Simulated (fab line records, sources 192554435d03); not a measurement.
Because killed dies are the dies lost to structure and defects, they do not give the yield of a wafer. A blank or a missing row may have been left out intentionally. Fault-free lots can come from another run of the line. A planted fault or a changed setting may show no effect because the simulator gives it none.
Split-lot study | flow n5-finfet | on a route of 1938 steps: 7 lots, 21 wafers read

## ON THE SPLIT
At N5_BEOL_M10_ILD_DEP_00 (deposits SiCOH lowk from DEMS/porogen, target thk 308.51 nm, time 58 s), the setting time-s was moved away from the recipe's 58 s on 4 of the 21 wafers read, by -12.8% to +13.2%. The other wafers ran this setting at the recipe's value.

## FROM SPLIT TO READING: 1 step shown by the file between the two
- N5_BEOL_M10_CURE_71: cures SiCOH lowk, time 240 s

## THE READING
Values of M10_ILD_THK in nm from N5_BEOL_M10_THK_MEAS_01. Typical for fault-free wafers on this fab line: 268 nm, with standard deviation 3.4 nm.

wafer  | tool, chamber at the split | time-s as run, s | against the recipe | M10_ILD_THK, nm | against lot-mates on the recipe
L076.1 | pecvd-04, 0                | 50.56            | -12.8%             | 235             | -33
L076.2 | pecvd-04, 2                | 50.56            | -12.8%             | 236             | -32
L076.4 | pecvd-04, 1                | 58               | recipe             | 268             | -
L079.2 | pecvd-02, 2                | 58               | recipe             | 267             | -
L079.5 | pecvd-02, 1                | 58               | recipe             | 271             | -
L079.6 | pecvd-02, 0                | 58               | recipe             | 269             | -
L080.1 | pecvd-04, 1                | 65.65            | +13.2%             | 302             | +27
L080.4 | pecvd-04, 2                | 58               | recipe             | 276             | -
L080.6 | pecvd-04, 0                | 58               | recipe             | 274             | -
L092.4 | pecvd-04, 1                | 50.9             | -12.2%             | 237             | -33
L092.5 | pecvd-04, 2                | 58               | recipe             | 270             | -
L092.6 | pecvd-04, 0                | 58               | recipe             | 270             | -
L093.2 | pecvd-03, 1,2              | 58               | recipe             | 267             | -
L093.3 | pecvd-03, 1,2              | 58               | recipe             | 268             | -
L093.4 | pecvd-03, 1                | 58               | recipe             | 270             | -
L094.4 | pecvd-02, 1                | 58               | recipe             | 272             | -
L094.5 | pecvd-02, 2                | 58               | recipe             | 270             | -
L094.6 | pecvd-02, 0                | 58               | recipe             | 272             | -
L096.1 | pecvd-03, 2                | 58               | recipe             | 266             | -
L096.2 | pecvd-03, 0                | 58               | recipe             | 266             | -
L096.4 | pecvd-03, 2                | 58               | recipe             | 271             | -
When a row names more than one chamber, that row covers several wafers, and the file does not tell which wafer ran in which chamber.

FIT RESULTS
A straight line over all 21 wafers: M10_ILD_THK changes by +2.61 nm for each +1% of time-s; r = +0.99; the points scatter about the line by 2.6 nm.
The same after taking each lot's own level away (the mean of its wafers on the recipe; 21 wafers): +2.42 nm for each +1%; r = +0.99; scatter 1.9 nm.
The reading moves by 32 nm for the largest change in time-s, on that fit.
Across the lots, their own levels run from 267.7 to 275.0 nm, a range of 2.2 times the standard deviation given above.
So the lot-to-lot level changes the slope little: the two slopes agree.
Check: +34.1 nm against its lot-mates is what the line predicts for one of the wafers moved furthest among these (+13.2%) when that wafer is left out of the fit. It came out at +27 nm against them.

## FURTHER SPLITS ON THESE WAFERS
Before the reading, these wafers also passed through other splits. Each is held against what the fit with the lots' levels taken away leaves over:
other split on the same wafers    | wafers away from the commonest value | r with M10_ILD_THK (lot level and that fit taken away)
N5_BEOL_M9_HM_DEP_02 target-thk-a | 8                                    | +0.06

## THE WHOLE CHAIN: every reading that the file lists as answering this split, in the file's order
step                    | what it does                                                           | reading                                                                                   | change (the file's fit)              | r (the file's)
N5_BEOL_M10_ILD_DEP_00  | deposits SiCOH lowk from DEMS/porogen, target thk 308.51 nm, time 58 s | SiCOH_lowk_of_BEOL_M10_ILD_DEP_00.thk-nm (the simulator's own value, which no gauge read) | +2.73 nm for each +1% of the setting | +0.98
N5_BEOL_M10_CURE_71     | cures SiCOH lowk, time 240 s                                           | SiCOH_lowk_of_BEOL_M10_ILD_DEP_00.thk-nm (the simulator's own value, which no gauge read) | +2.42 nm for each +1% of the setting | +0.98
N5_BEOL_M10_THK_MEAS_01 |                                                                        | M10_ILD_THK                                                                               | +2.41 for each +1% of the setting    | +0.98

## THE FILE'S OWN FIT
M10_ILD_THK changes by +2.41 nm for each +1% of time-s, r = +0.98.
